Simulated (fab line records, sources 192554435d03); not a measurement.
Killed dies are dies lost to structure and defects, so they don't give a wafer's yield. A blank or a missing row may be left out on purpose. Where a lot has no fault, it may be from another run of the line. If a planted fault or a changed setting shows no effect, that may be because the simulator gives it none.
fab line records	flow n5_finfet
record: lots: 4	wafers: 12	last_day: 17
route steps=1938 shown BEOL_M4@1099 BEOL_M5@1112 BEOL_M7@1320 PASSIVATION@1936
lots with no fault: from the same line, run without faults
start_h: the number of hours between the record's first day and the start of the first shown wafer of the lot	wait_h: time in hours since the lot's previous step	" unchanged from the row above	L1.1+2: several wafers, shown together as one row	- no value present, or no start provided	* or withheld: withheld	< > ~ a bound
route shown NAME@n: NAME is a module with steps in the file, n the number in the route of the first one	usual: mean/standard deviation taken from wafers without a fault	same: alike in all rows	chamber/n: place in a boat	sites: readings site by site	_std_site: the standard deviation of these	_edge_site: mean of outer sites minus mean of inner sites	radius_mm: how far each site lies from the wafer's centre	mask NAME#n: copy n	behind: the last tool/chamber to shape the wafer	hold: why the lot went on hold/how many hours it stayed there/how the hold came to an end	device: which transistor (n, p or np) failed to switch	end of line: tests run on the same wafers once the route is complete	where a step has no rows: the recipe by itself	killed: not the wafer's yield, but the dies lost to structure and defects at the first sort	map: per-die view of a wafer (x killed, . not killed, _ where there is no die)
set.NAME: the setting the step ran with; set.NAME@STEP: the setting that earlier step ran with	model.NAME: the simulator's own value behind a step, which no gauge read
lots seen at some steps along the route; tables by step, rows by wafer
services: from which hour (start_h, from the record's first day; less than 0 if before it) a tool's chamber was out of use, for how many hours, and why
== steps ==
step: N5_BEOL_M4_ANNEAL_95
recipe: temp_c: 400	time_s: 240	ambient: vacuum
step: N5_BEOL_M4_SPUTTER_96
recipe: material: Cu	target_thk_a: 45	temp_c: -20	chamber_pressure_pa: 0.07	power_w: withheld	time_s: 8.29
step: N5_BEOL_M4_ECD_50
recipe: material: Cu	target_thk_a: 3000
step: N5_BEOL_M4_ANNEAL_51
recipe: temp_c: 225	time_s: 90	ambient: N2
step: N5_BEOL_M4_CMP_52
recipe: stop_on: SiOC	t_overpolish_s: 6.8	down_force_psi: 1	platen_rpm: 50	clearing_platen_down_force_psi: 1.5	clearing_platen_rpm: 50	post_cmp_clean: cu_alkaline	target_thk_nm: 40	clearing_platen_pad_velocity_m_s: 0.99484	pad_velocity_m_s: 0.99484
step: N5_BEOL_M4_PRE_CLEAN_60
recipe: gas: NH3/H2	time_s: 15	temp_c: *	rf_power_w: 300
step: N5_BEOL_M4_CO_CAP_55
recipe: material: Co	target_thk_a: 20	temp_c: 200	precursor: CCTBA/H2	pressure_torr: 30	time_s: 102.1
step: N5_BEOL_M4_PRE_CLEAN_56
recipe: gas: NH3	time_s: 15	temp_c: withheld	rf_power_w: 300
step: N5_BEOL_M4_DEP_57
recipe: material: SiCN	target_thk_a: 80	temp_c: withheld	precursor: 3MS/NH3	pressure_torr: 3	rf_w: 202	time_s: 14
step: N5_BEOL_M4_RC_MEAS_101
usual: DIBL_N: 36.1/2	DIBL_P: 36.3/2.4	IOFF_N: 0.15/0.035	IOFF_P: 0.21/0.039	ION_N: 672/15	ION_P: 463/9.7	SS_N: 71.5/0.7	SS_P: 73.2/0.75	VT_N: 251/3.6	VT_P: -250/3.8
lot.wafer	tool	chamber	start_h	wait_h	DIBL_N[mV/V]	DIBL_P[mV/V]	IOFF_N[nA/um]	IOFF_P[nA/um]	ION_N[uA/um]	ION_P[uA/um]	SS_N[mV/dec]	SS_P[mV/dec]	VT_N[mV]	VT_P[mV]
L850.1	prober-02	0	252.27	0.0	38.5	39.4	0.20	0.28	689	476	72.4	74.1	246	-246
L850.3	"	0	"	"	35.3	34.9	0.14	0.20	674	461	70.5	72.4	250	-251
L850.4	"	0	"	"	35.0	34.5	0.14	0.19	667	458	71.4	72.0	254	-251
L849.3	prober-01	0	252.73	0.3	37.6	38.2	0.20	0.26	683	467	71.0	74.0	246	-246
L849.5	"	0	"	"	35.7	35.8	0.15	0.22	678	473	70.3	73.6	251	-250
L849.6	"	0	"	"	34.6	34.8	0.14	0.20	672	464	69.9	73.4	250	-248
L854.1	prober-02	0	284.39	0.0	36.1	35.6	0.13	0.18	652	458	71.1	73.5	256	-253
L854.3	"	0	"	"	39.0	39.6	0.20	0.26	683	470	71.3	74.1	247	-252
L854.5	"	0	"	"	38.8	40.2	0.18	0.25	683	464	72.2	74.4	250	-250
L859.1	prober-02	0	306.59	0.0	37.4	37.0	0.18	0.25	682	466	71.8	73.7	247	-246
L859.2	"	0	"	"	34.5	33.2	0.13	0.19	672	467	70.8	72.8	253	-248
L859.4	"	0	"	"	35.6	34.8	0.14	0.21	681	475	71.1	73.0	249	-248
step: N5_BEOL_M5_ILD_DEP_00
recipe: material: SiCOH_lowk	target_thk_a: 1406.4	temp_c: 300	precursor: DEMS/porogen	pressure_torr: 5	rf_w: 500	time_s: 25.9
step: N5_BEOL_M5_CURE_79
recipe: temp_c: 385	time_s: 240	ambient: He/Ar	material: SiCOH_lowk
step: N5_BEOL_M5_PECVD_70
recipe: material: SiO2	target_thk_a: 160	temp_c: 400	precursor: TEOS/O2	pressure_torr: 5.5	rf_w: 450	teos_flow_sccm: 53.8	gas: O2	flow_sccm: 3000	time_s: 18
step: N5_BEOL_M5_HM_DEP_02
recipe: material: TiN	target_thk_a: 200	temp_c: 25	chamber_pressure_pa: 0.49996
step: N5_BEOL_M5_COAT_59
recipe: resist: SOC	temp_c: 250	time_s: 60	spin_rpm: 1500	resist_thk_nm: 60
step: N5_BEOL_M5_COAT_60
recipe: resist: SiARC	temp_c: 220	time_s: 60	spin_rpm: 1500	resist_thk_nm: 12
step: N5_BEOL_M5_COAT_71
recipe: resist: underlayer	temp_c: 205	time_s: 60	spin_rpm: 1500	resist_thk_nm: 5
step: N5_BEOL_M5_COAT_05
recipe: resist: CAR-EUV	spin_rpm: 1500	resist_thk_nm: 30
step: N5_BEOL_M5_EBR_07
recipe: solvent: PGMEA	ebr_width_mm: 1.5
step: N5_BEOL_M5_SOFTBAKE_06
recipe: temp_c: 110	time_s: 60	resist: CAR-EUV
step: N5_BEOL_M5_EXPOSE_08
recipe: mask_id: M5	na: 0.33	source_shape: annular	sigma_inner: 0.4	sigma_outer: 0.8	polarization: unpolarized	target_cd_nm: 28	dose_mj: 35.75
step: N5_BEOL_M5_PEB_09
recipe: peb_temp_c: 100	peb_time_s: 60	resist: CAR-EUV
step: N5_BEOL_M5_DEVELOP_10
recipe: develop_time_s: 30	developer: TMAH	resist: CAR-EUV	rinse_liquid: surfactant_rinse	dry: air_spin	dev_temp_c: 23
step: N5_BEOL_M5_DESCUM_16
recipe: chemistry: O2	time_s: 7	source_power_w: 50	bias_power_w: 20	pressure_mtorr: 20	rf_frequency_hz: 2.712e+07	temp_c: 40	resist: CAR-EUV	o2_flow_sccm: 225
step: N5_BEOL_M5_ETCH_72
recipe: chemistry: N2/H2	target: underlayer	target_depth_a: 65	mask_material: CAR-EUV	time_s: 5.2	ion_energy_ev: 200	pressure_mtorr: 30	source_w: 840	bias_w: 150	n2_flow_sccm: 200	h2_flow_sccm: 200	ends: cleared
step: N5_BEOL_M5_ETCH_61
recipe: chemistry: CF4	target: SiARC	target_depth_a: 156	mask_material: CAR-EUV	time_s: 26	ion_energy_ev: 80	pressure_mtorr: 40	source_w: 545	bias_w: 36	Ar_flow_sccm: 100	cf4_flow_sccm: 100	ends: cleared
step: N5_BEOL_M5_ETCH_62
recipe: chemistry: N2/H2	target: SOC	target_depth_a: 750	overetch_a: 150	mask_material: SiARC	temp_c: 40	time_s: 112.5	ion_energy_ev: 200	pressure_mtorr: 30	source_w: 840	bias_w: 150	n2_flow_sccm: 200	h2_flow_sccm: 200
step: N5_BEOL_M5_STRIP_63
recipe: chemistry: N2/H2	temp_c: 40	n2_flow_sccm: 200	h2_flow_sccm: 200	rf_frequency_hz: 6e+07
step: N5_BEOL_M5_STRIP_73
recipe: chemistry: N2/H2	temp_c: 40	n2_flow_sccm: 200	h2_flow_sccm: 200	rf_frequency_hz: 6e+07
step: N5_BEOL_M5_STRIP_64
recipe: chemistry: CF4	resist: SiARC	power_w: 300	bias_power_w: 75	pressure_mtorr: 50	cf4_flow_sccm: 150	rf_frequency_hz: 6e+07
step: N5_BEOL_M5_HM_OPEN_17
recipe: chemistry: Cl2/BCl3	target_depth_a: 200	overetch_a: 60	target: TiN	mask_material: SOC	ion_energy_ev: 150	pressure_mtorr: 10	icp_w: 1000	bias_w: 126	Cl2_flow_sccm: 53.25	bcl3_flow_sccm: 21.75	Ar_flow_sccm: 25
step: N5_BEOL_M5_STRIP_19
recipe: chemistry: O2	power_w: 400	temp_c: 40	pressure_mtorr: 30	rf_frequency_hz: 6e+07	bias_power_w: 0	overash_fraction: 0.2	o2_flow_sccm: 225
step: N5_BEOL_M5_COAT_65
recipe: resist: SOC	temp_c: 250	time_s: 60	spin_rpm: 1500	resist_thk_nm: 60
step: N5_BEOL_M5_COAT_66
recipe: resist: SiARC	temp_c: 220	time_s: 60	spin_rpm: 1500	resist_thk_nm: 12
step: N5_BEOL_M7_ALD_77
recipe: material: TaN	target_thk_a: 20	temp_c: 275	ald_precursor_family: PDMAT	ald_co_reactant: NH3	pressure_torr: 3	carrier_flow_sccm: 1500	pulse_time_s: 2	purge_time_s: 3	co_reactant_purge_time_s: 2	co_reactant_pulse_time_s: 3	ald_cycles: 40	precursor_vessel_temp_c: 75	precursor_vessel_pressure_torr: 26.25	precursor_vessel_carrier_sccm: 1000
usual: ald_cycles: 40/0	chamber_pressure_Torr: 3.000/0.0061	heater_power_w: 434/68
lot.wafer	tool	chamber	start_h	wait_h	ald_cycles	chamber_pressure_Torr	heater_power_w	since_wet_clean_h
L849.3	ald_metal-02	3	282.98	0.0	-	-	-	-
L849.5	"	1	"	"	-	-	-	-
L849.6	"	2	"	"	-	-	-	-
L850.1	ald_metal-02	0	283.70	0.1	-	-	-	-
L850.3	"	2	"	"	-	-	-	-
L850.4	"	3	"	"	-	-	-	-
L854.1	ald_metal-02	1	311.75	0.0	40	3.009	454	4590
L854.3	"	0	"	"	40	3.009	478	4590
L854.5	"	3	"	"	40	2.992	507	-
L859.1	ald_metal-02	0	338.22	0.1	40	3.012	481	4617
L859.2	"	2	"	"	40	2.995	375	4617
L859.4	"	3	"	"	40	2.990	488	4617
step: N5_BEOL_M7_CMP_52
recipe: stop_on: SiCOH_lowk	t_overpolish_s: 6.9	down_force_psi: 1	platen_rpm: 50	clearing_platen_down_force_psi: 1.5	clearing_platen_rpm: 50	post_cmp_clean: cu_alkaline	target_thk_nm: 80	clearing_platen_pad_velocity_m_s: 0.99484	pad_velocity_m_s: 0.99484
usual: barrier_field_endpoint_s: 29.0/1	motor_current_A: 6.3/0.6	slurry_filter_dp_kPa: 13.52/0.15
lot.wafer	tool	chamber	start_h	wait_h	barrier_field_endpoint_s	motor_current_A	slurry_filter_dp_kPa
L849.3	cmp-03	3	284.36	0.2	25.0	6.8	13.77
L849.6	"	2	"	"	27.8	6.4	13.42
L849.5	"	3	"	"	25.9	6.7	13.12
L850.1	cmp-03	0	284.89	0.3	27.1	7.1	13.69
L850.4	"	1	"	"	25.7	6.1	13.60
L850.3	"	2	"	"	26.2	6.6	13.70
L854.1	cmp-03	2	313.85	0.5	29.8	6.9	13.49
L854.3	"	0	"	"	30.2	7.4	13.66
L854.5	"	2	"	"	29.1	6.7	13.43
L859.2	cmp-01	2	339.70	0.2	28.1	6.1	13.46
L859.1	"	3	"	"	27.7	6.7	13.61
L859.4	"	0	"	"	29.2	7.0	13.28
step: N5_PASSIVATION_PROBE_49
usual: defect_limited_yield: 91.1/1.6	killed_at_M0_to_M3: 35/11	killed_at_M4_up: 13/5.4	killed_at_contacts: 13/6.5	killed_at_front_end: 40/14	killed_at_other: 4/3.1	killed_dies: 105/18	killed_on_rim: 14/4.1	killed_open: 69/14	killed_short: 34/7.3	sort_bin_4_leakage: 0/0	sort_bin_5_function: 5.2/0.96	sort_bin_6_memory: 3.4/0.77	sort_n_pass: 1075/19	sort_yield_pct: 91.1/1.6
same: gross_dies: 1180	killed_at_back_side: 0	sort_bin_8_speed[%]: 0
lot.wafer	tool	chamber	start_h	wait_h	defect_limited_yield[%]	killed_at_M0_to_M3	killed_at_M4_up	killed_at_contacts	killed_at_front_end	killed_at_other	killed_dies	killed_on_rim	killed_open	killed_short	sort_bin_4_leakage[%]	sort_bin_5_function[%]	sort_bin_6_memory[%]	sort_n_pass	sort_yield_pct[%]
L850.1	prober-02	-	363.98	0.0	0	29	1077	20	53	1	1180	152	69	36	90.59	5.9	2.6	0	0
L850.3	prober-02	-	364.08	0.1	0	27	1071	18	64	0	1180	152	84	39	89.58	5.5	4.4	0	0
L850.4	prober-02	-	364.13	0.2	0	23	1088	20	48	1	1180	152	59	41	91.44	6.1	2.0	0	0
L849.3	prober-02	-	367.98	0.1	0	39	1100	12	27	2	1180	152	67	27	91.95	4.8	3.1	0	0
L849.5	prober-02	-	368.08	0.2	0	46	1082	13	35	4	1180	152	88	32	89.83	5.5	4.2	0	0
L849.6	prober-02	-	368.13	0.3	0	49	1093	9	24	5	1180	152	64	41	91.02	4.5	4.2	0	0
L854.1	prober-02	-	387.41	0.0	91.4	30	11	18	32	10	101	10	65	31	0	5.0	3.2	1079	91.4
L854.3	prober-02	-	387.51	0.1	90.5	42	9	9	43	9	112	14	72	37	0	5.8	3.5	1068	90.5
L854.5	prober-02	-	387.61	0.2	90.3	37	12	10	45	11	115	14	70	43	0	5.5	3.8	1065	90.3
L859.1	prober-02	-	413.80	0.0	91.5	30	16	6	42	6	100	8	67	28	0	4.3	3.5	1080	91.5
L859.2	prober-02	-	413.85	0.1	93.6	14	19	12	31	0	76	8	56	19	0	4.2	2.2	1104	93.6
L859.4	prober-02	-	413.95	0.2	91.5	31	15	7	47	0	100	15	66	31	0	5.1	3.1	1080	91.5
killed by level:class
L850.1 BEOL_M7:area_ald=1068 MOL_CONTACT_COAG:geometric_particle:open=18 FIN_SAQP:geometric_particle:open=12 BEOL_M0_SAQP:geometric_particle:short=11 STI_FIN_REVEAL:geometric_particle:open=9 FIN_SAQP:geometric_particle:short=7 GATE_CUT:geometric_particle:short=6 BEOL_M0_SAQP:geometric_particle:open=6
L850.3 BEOL_M7:area_ald=1054 FIN_SAQP:geometric_particle:open=18 FIN_SAQP:geometric_particle:short=15 MOL_CONTACT_COAG:geometric_particle:open=13 STI_FIN_REVEAL:geometric_particle:open=11 BEOL_M0_SAQP:geometric_particle:open=11 BEOL_M4:geometric_particle:open=10 GATE_CUT:geometric_particle:short=6
L850.4 BEOL_M7:area_ald=1073 MOL_CONTACT_COAG:geometric_particle:open=14 STI_FIN_REVEAL:geometric_particle:open=10 FIN_SAQP:geometric_particle:short=7 BEOL_M0_SAQP:geometric_particle:short=7 MOL_CONTACT_COAG:geometric_particle:short=6 M7:area_ald=6 DUMMY_GATE:geometric_particle:open=5
L849.3 BEOL_M7:area_ald=1080 BEOL_M1:geometric_particle:open=17 MOL_CONTACT_COAG:geometric_particle:open=8 FIN_SAQP:geometric_particle:open=7 BEOL_M2:geometric_particle:open=6 BEOL_M4:geometric_particle:open=5 BEOL_M5:geometric_particle:open=5 M7:area_ald=5
L849.5 BEOL_M7:area_ald=1059 BEOL_M1:geometric_particle:open=22 STI_FIN_REVEAL:geometric_particle:open=14 BEOL_M4:geometric_particle:open=10 BEOL_M0_SAQP:geometric_particle:short=8 MOL_CONTACT_COAG:geometric_particle:open=7 BEOL_M2:geometric_particle:open=7 MOL_CONTACT_COAG:geometric_particle:short=6
L849.6 BEOL_M7:area_ald=1070 BEOL_M0_SAQP:geometric_particle:short=15 BEOL_M0_SAQP:geometric_particle:open=11 MOL_CONTACT_COAG:geometric_particle:open=9 BEOL_M2:geometric_particle:open=9 FIN_SAQP:geometric_particle:open=8 BEOL_M1:geometric_particle:open=6 BEOL_M4:geometric_particle:open=5
L854.1 MOL_CONTACT_COAG:geometric_particle:open=13 FIN_SAQP:geometric_particle:open=7 BEOL_M0_SAQP:geometric_particle:short=7 STI_FIN_REVEAL:geometric_particle:open=6 BEOL_M3:geometric_particle:open=6 BEOL_M4:geometric_particle:open=6 FIN_SAQP:geometric_particle:short=5 MOL_CONTACT_COAG:geometric_particle:short=5
L854.3 BEOL_M0_SAQP:geometric_particle:short=14 BEOL_M0_SAQP:geometric_particle:open=12 FIN_SAQP:geometric_particle:open=11 FIN_SAQP:geometric_particle:short=8 STI_FIN_REVEAL:geometric_particle:open=8 MOL_CONTACT_COAG:geometric_particle:open=8 BEOL_M4:geometric_particle:open=7 BEOL_M2:geometric_particle:open=5
L854.5 BEOL_M3:geometric_particle:open=8 MOL_CONTACT_COAG:geometric_particle:open=8 FIN_SAQP:geometric_particle:open=7 BEOL_M2:geometric_particle:open=7 FIN_SAQP:geometric_particle:short=6 STI_FIN_REVEAL:geometric_particle:open=6 DUMMY_GATE:geometric_particle:open=6 BEOL_M0_SAQP:geometric_particle:short=5
L859.1 FIN_SAQP:geometric_particle:open=12 BEOL_M1:geometric_particle:open=9 STI_FIN_REVEAL:geometric_particle:open=8 BEOL_M0:geometric_particle:open=6 BEOL_M5:geometric_particle:open=5 FIN_SAQP:geometric_particle:short=4 DUMMY_GATE:geometric_particle:open=3 GATE_CUT:geometric_particle:short=3
L859.2 MOL_CONTACT_COAG:geometric_particle:open=11 FIN_SAQP:geometric_particle:open=7 DUMMY_GATE:geometric_particle:open=7 BEOL_M5:geometric_particle:open=5 BEOL_M3:geometric_particle:open=4 BEOL_M4:geometric_particle:open=4 STARTING-WAFER:geometric_particle:open=4 BEOL_M0_SAQP:geometric_particle:short=3
L859.4 STI_FIN_REVEAL:geometric_particle:open=12 BEOL_M0_SAQP:geometric_particle:open=10 FIN_SAQP:geometric_particle:open=9 GATE_CUT:geometric_particle:short=8 BEOL_M0_SAQP:geometric_particle:short=8 DUMMY_GATE:geometric_particle:open=6 BEOL_M5:geometric_particle:open=5 BEOL_M4:geometric_particle:short=4
map L849.3 (x killed, . not)
_________________xxxxxxxxxxxx________________
______________xxxxxxxxxxxxxxxxxx_____________
___________xxxxxxxxxxxxxxxxxxxxxxxx__________
__________xxxxxxxxxxxxxxxxxxxxxxxxxx_________
________xxxxxxxxxxxxxxxxxxxxxxxxxxxxxx_______
_______xxxxxxxxxxxxxxxxxxxxxxxxxxxxxxxx______
______xxxxxxxxxxxxxxxxxxxxxxxxxxxxxxxxxx_____
_____xxxxxxxxxxxxxxxxxxxxxxxxxxxxxxxxxxxx____
____xxxxxxxxxxxxxxxxxxxxxxxxxxxxxxxxxxxxxx___
___xxxxxxxxxxxxxxxxxxxxxxxxxxxxxxxxxxxxxxxx__
___xxxxxxxxxxxxxxxxxxxxxxxxxxxxxxxxxxxxxxxx__
__xxxxxxxxxxxxxxxxxxxxxxxxxxxxxxxxxxxxxxxxxx_
__xxxxxxxxxxxxxxxxxxxxxxxxxxxxxxxxxxxxxxxxxx_
_xxxxxxxxxxxxxxxxxxxxxxxxxxxxxxxxxxxxxxxxxxxx
_xxxxxxxxxxxxxxxxxxxxxxxxxxxxxxxxxxxxxxxxxxxx
_xxxxxxxxxxxxxxxxxxxxxxxxxxxxxxxxxxxxxxxxxxxx
_xxxxxxxxxxxxxxxxxxxxxxxxxxxxxxxxxxxxxxxxxxxx
_xxxxxxxxxxxxxxxxxxxxxxxxxxxxxxxxxxxxxxxxxxxx
_xxxxxxxxxxxxxxxxxxxxxxxxxxxxxxxxxxxxxxxxxxxx
_xxxxxxxxxxxxxxxxxxxxxxxxxxxxxxxxxxxxxxxxxxxx
_xxxxxxxxxxxxxxxxxxxxxxxxxxxxxxxxxxxxxxxxxxxx
__xxxxxxxxxxxxxxxxxxxxxxxxxxxxxxxxxxxxxxxxxx_
__xxxxxxxxxxxxxxxxxxxxxxxxxxxxxxxxxxxxxxxxxx_
___xxxxxxxxxxxxxxxxxxxxxxxxxxxxxxxxxxxxxxxx__
___xxxxxxxxxxxxxxxxxxxxxxxxxxxxxxxxxxxxxxxx__
____xxxxxxxxxxxxxxxxxxxxxxxxxxxxxxxxxxxxxx___
_____xxxxxxxxxxxxxxxxxxxxxxxxxxxxxxxxxxxx____
______xxxxxxxxxxxxxxxxxxxxxxxxxxxxxxxxxx_____
_______xxxxxxxxxxxxxxxxxxxxxxxxxxxxxxxx______
________xxxxxxxxxxxxxxxxxxxxxxxxxxxxxx_______
__________xxxxxxxxxxxxxxxxxxxxxxxxxx_________
___________xxxxxxxxxxxxxxxxxxxxxxxx__________
______________xxxxxxxxxxxxxxxxxx_____________
_________________xxxxxxxxxxxx________________
map L850.1 (x killed, . not)
_________________xxxxxxxxxxxx________________
______________xxxxxxxxxxxxxxxxxx_____________
___________xxxxxxxxxxxxxxxxxxxxxxxx__________
__________xxxxxxxxxxxxxxxxxxxxxxxxxx_________
________xxxxxxxxxxxxxxxxxxxxxxxxxxxxxx_______
_______xxxxxxxxxxxxxxxxxxxxxxxxxxxxxxxx______
______xxxxxxxxxxxxxxxxxxxxxxxxxxxxxxxxxx_____
_____xxxxxxxxxxxxxxxxxxxxxxxxxxxxxxxxxxxx____
____xxxxxxxxxxxxxxxxxxxxxxxxxxxxxxxxxxxxxx___
___xxxxxxxxxxxxxxxxxxxxxxxxxxxxxxxxxxxxxxxx__
___xxxxxxxxxxxxxxxxxxxxxxxxxxxxxxxxxxxxxxxx__
__xxxxxxxxxxxxxxxxxxxxxxxxxxxxxxxxxxxxxxxxxx_
__xxxxxxxxxxxxxxxxxxxxxxxxxxxxxxxxxxxxxxxxxx_
_xxxxxxxxxxxxxxxxxxxxxxxxxxxxxxxxxxxxxxxxxxxx
_xxxxxxxxxxxxxxxxxxxxxxxxxxxxxxxxxxxxxxxxxxxx
_xxxxxxxxxxxxxxxxxxxxxxxxxxxxxxxxxxxxxxxxxxxx
_xxxxxxxxxxxxxxxxxxxxxxxxxxxxxxxxxxxxxxxxxxxx
_xxxxxxxxxxxxxxxxxxxxxxxxxxxxxxxxxxxxxxxxxxxx
_xxxxxxxxxxxxxxxxxxxxxxxxxxxxxxxxxxxxxxxxxxxx
_xxxxxxxxxxxxxxxxxxxxxxxxxxxxxxxxxxxxxxxxxxxx
_xxxxxxxxxxxxxxxxxxxxxxxxxxxxxxxxxxxxxxxxxxxx
__xxxxxxxxxxxxxxxxxxxxxxxxxxxxxxxxxxxxxxxxxx_
__xxxxxxxxxxxxxxxxxxxxxxxxxxxxxxxxxxxxxxxxxx_
___xxxxxxxxxxxxxxxxxxxxxxxxxxxxxxxxxxxxxxxx__
___xxxxxxxxxxxxxxxxxxxxxxxxxxxxxxxxxxxxxxxx__
____xxxxxxxxxxxxxxxxxxxxxxxxxxxxxxxxxxxxxx___
_____xxxxxxxxxxxxxxxxxxxxxxxxxxxxxxxxxxxx____
______xxxxxxxxxxxxxxxxxxxxxxxxxxxxxxxxxx_____
_______xxxxxxxxxxxxxxxxxxxxxxxxxxxxxxxx______
________xxxxxxxxxxxxxxxxxxxxxxxxxxxxxx_______
__________xxxxxxxxxxxxxxxxxxxxxxxxxx_________
___________xxxxxxxxxxxxxxxxxxxxxxxx__________
______________xxxxxxxxxxxxxxxxxx_____________
_________________xxxxxxxxxxxx________________
== services ==
tool	chamber	start_h	hours	kind
cmp-03	-	278.24	1.5	repair
cmp-01	-	312.84	4.0	pm
cmp-01	-	316.84	-	consumable_replace:conditioner
cmp-01	-	316.84	-	consumable_replace:pad
ald_metal-02	3	317.54	8.4	repair
cmp-03	-	318.26	3.4	pm
cmp-01	-	331.15	0.4	repair
cmp-01	-	335.30	2.6	repair
== key ==
first_sign: step: N5_BEOL_M7_ALD_77	reading: tool_record	direction: missing
effect: step: N5_BEOL_M7_CMP_52	reading: barrier_field_endpoint_s	direction: down	sigmas: 2.7	usual: 29.0	struck: 26.3
effect: step: N5_PASSIVATION_PROBE_49	reading: sort_bin_4_leakage	direction: up	sigmas: 99+	usual: 0	struck: 90.73
more_kills_born_at: N5_BEOL_M7_ALD_77@ald_metal-02: 6422
met_at N5_BEOL_M7_ALD_77
struck_wafers L849.3,L849.5,L849.6,L850.1,L850.3,L850.4
later_rows_left_out L849.3,L849.5,L849.6,L850.1,L850.3,L850.4
fault: kind: skipped_step_whole	tool: ald_metal-02	chamber: -	onset_h: 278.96	steps: N5_BEOL_M7_ALD_77	scope: struck_lots_only
later_rows_left_out: the simulator's readings of these wafers behind a module that went badly wrong aren't trusted and aren't shown, but for the sort
